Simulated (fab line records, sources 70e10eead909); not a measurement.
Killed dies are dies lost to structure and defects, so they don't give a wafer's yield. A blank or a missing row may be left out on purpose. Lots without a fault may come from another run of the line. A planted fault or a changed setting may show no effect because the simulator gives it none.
Which tool did it? | flow nand_harc | 6 lots, 18 wafers sampled, at 2 steps of a route of 1302

WHAT THE GAUGES READ, wafer by wafer
NHARC_P_ZERO_WELL_CD_MEAS_24: target cd 720 nm.
lot  | measured     | on        | cd_nm (nm)
L166 | day 2 18:37  | cd_sem-01 | 723.3 720.7 723.8
L168 | day 3 14:40  | cd_sem-01 | 717.6 722.4 722.3
L173 | day 5 16:36  | cd_sem-02 | 725.2 724.9 723.3
L175 | day 6 12:28  | cd_sem-01 | 722.5 721.2 720.5
L179 | day 8 04:35  | cd_sem-02 | 721.4 722.4 721.5
L186 | day 11 02:19 | cd_sem-02 | 721.7 725.5 722.7

WHICH TOOL RAN EACH LOT (tool, then ch and the chambers of the sampled wafers, then the start)
lot  | NHARC_P_ZERO_WELL_EXPOSE_21
L166 | krf_scanner-02 ch 0, day 2 18:27
L168 | krf_scanner-03 ch 0, day 3 14:30
L173 | krf_scanner-04 ch 0, day 5 16:26
L175 | krf_scanner-02 ch 0, day 6 12:19
L179 | krf_scanner-02 ch 0, day 8 04:25
L186 | krf_scanner-03 ch 0, day 11 02:10
- NHARC_P_ZERO_WELL_EXPOSE_21: exposes mask P NWELL, target cd 720 nm.

THE ANSWER, worked out from the rows above alone
Rule: what is usual is taken from the lots themselves. Put in order of their means at a reading, lots are off if they are a third of the lots or fewer, leave a main group of 4 or more, and stand apart from it by a gap of 3 or more times the standard deviation of the main group's means; of several such gaps the widest counts. A main group whose means are all the same, to the digits that the tables above print for the reading, isn't used. A lot without any number at a reading at which 4 lots or more have one is off too. The other lots that the step has rows for count as sound.
No lot is off at any reading shown: from this, nothing can be told.

WHAT THE SIMULATOR HAD PUT IN
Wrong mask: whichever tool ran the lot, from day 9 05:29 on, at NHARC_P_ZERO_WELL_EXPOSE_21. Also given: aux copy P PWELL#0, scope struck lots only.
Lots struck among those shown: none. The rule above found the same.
